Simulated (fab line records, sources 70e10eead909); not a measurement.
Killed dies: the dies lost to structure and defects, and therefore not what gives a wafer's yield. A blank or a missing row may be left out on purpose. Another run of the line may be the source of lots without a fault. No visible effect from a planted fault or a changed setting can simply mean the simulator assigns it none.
A struck lot beside a sound one || flow nand_harc || 14 steps out of a route of 1159
Sound: the wafers L410.4, L410.5, L410.6. Wafers struck: L417.2, L417.3, L417.5. The cause is named last.
Each step with rows lists, per side, the tool, then ch with its chambers, then its first start. Under that, the readings that differ: sound wafers || struck wafers || difference of the means || sigmas: that difference in standard deviations of wafers without a fault.
alike: a reading whose means differ by less than 2 such deviations, as well as words and numbers matching on both sides. not compared: withheld readings; readings where some wafer has no value; bounds like >300 that might hide an equal value; numbers whose values overlap and for which the record gives no deviation.
A row with sigmas, a row that says differs or no value, or rows on one side alone: a step with any of these is where the two part. When numbers do not overlap yet have no deviation, they are printed without sigmas and do not part them. Lack of a reading on every wafer of one side parts them only where that side has two or more wafers.

first, 1 step without rows for these wafers: NHARC_A_CONTACT_ETCH_48 (etches the open film in CF4, target depth 39 nm, time 65 s).
NHARC_A_CONTACT_ETCH_49: etches the open film in N2/H2, target depth 260 nm, time 475.3 s.
  sound: rie_diel-05 ch 0,1,2; struck: rie_diel-05 ch 1,3
  alike: bias_w, chamber_pressure_mTorr, drypump_motor_current_A, h2_flow_sccm, oes_product_au, rf_vpp_V, showerhead_plenum_p_Torr, throttle_valve_pct
  not compared: rf_hours_counter_h
then, 1 step without rows for these wafers: NHARC_A_CONTACT_ETCH_50 (etches the open film in CF4/CHF3, target depth 84.7 nm, time 42.4 s).
NHARC_A_CONTACT_ETCH_51: etches the open film in O2/COS, target depth 3600 nm, time 936 s.
  sound: rie_diel-05 ch 1,2; struck: rie_diel-05 ch 1,2
  alike: bias_w, chamber_pressure_mTorr, drypump_motor_current_A, oes_product_au, rf_vpp_V, showerhead_plenum_p_Torr, throttle_valve_pct
  not compared: rf_hours_counter_h
then, 1 step without rows for these wafers: NHARC_A_CONTACT_ETCH_111 (etches the open film in C4F8/O2/Ar, time 140 s, target depth 700 nm).
NHARC_A_CONTACT_ETCH_112: etches the open film in C4F8/O2/Ar, time 94 s, target depth 922 nm.
  sound on har_cap_etch-01 ch 0,1, day 17 07:56; struck on har_cap_etch-02 ch 0,1, day 20 10:09
  alike: chamber_pressure_mTorr, oes_air_line_au
  not compared: rf_hours_counter_h
then, 4 steps without rows for these wafers: NHARC_A_CONTACT_ETCH_113 (etches the open film in C4F8/O2/Ar, time 94 s, target depth 922 nm); NHARC_A_CONTACT_ETCH_114 (etches the open film in C4F8/O2/Ar, time 94 s, target depth 922 nm); NHARC_A_CONTACT_ETCH_115 (etches the open film in C4F8/O2/Ar, time 94 s, target depth 922 nm); NHARC_A_CONTACT_ETCH_116 (etches the open film in C4F8/O2/Ar, time 94 s, target depth 922 nm).
NHARC_A_CONTACT_ETCH_117: etches the open film in C4F8/O2/Ar, time 94 s, target depth 922 nm.
  sound on har_cap_etch-01 ch 0,1, day 17 08:23; struck on har_cap_etch-02 ch 0,1, day 20 10:36
  alike: chamber_pressure_mTorr, oes_air_line_au
  not compared: rf_hours_counter_h
then, 1 step without rows for these wafers: NHARC_A_CONTACT_ETCH_118 (etches the open film in C4F8/O2/Ar, time 94 s, target depth 922 nm).
NHARC_A_CONTACT_ETCH_119: etches the open film in C4F8/O2/Ar, time 94 s, target depth 922 nm.
  sound on har_cap_etch-01 ch 0,1, day 17 08:34; struck on har_cap_etch-02 ch 0,1, day 20 10:47
  no value came back on the struck wafers for chamber_pressure_mTorr (mTorr), oes_air_line_au (a.u.); on the sound wafers chamber_pressure_mTorr (mTorr) reads 19.999 19.990 19.988
  not compared: rf_hours_counter_h
NHARC_A_CONTACT_ETCH_120: etches the open film in C4F8/O2/Ar, time 94 s, target depth 922 nm.
  sound on har_cap_etch-01 ch 0,1, day 17 08:40; struck on har_cap_etch-02 ch 0,1, day 20 10:53
  alike: chamber_pressure_mTorr, oes_air_line_au
  not compared: rf_hours_counter_h

== WHERE THEY PART ==
NHARC_A_CONTACT_ETCH_119 only, going by this record. Later steps at which nothing parts them and some readings are alike: NHARC_A_CONTACT_ETCH_120.

WHY: the cause the simulator had injected
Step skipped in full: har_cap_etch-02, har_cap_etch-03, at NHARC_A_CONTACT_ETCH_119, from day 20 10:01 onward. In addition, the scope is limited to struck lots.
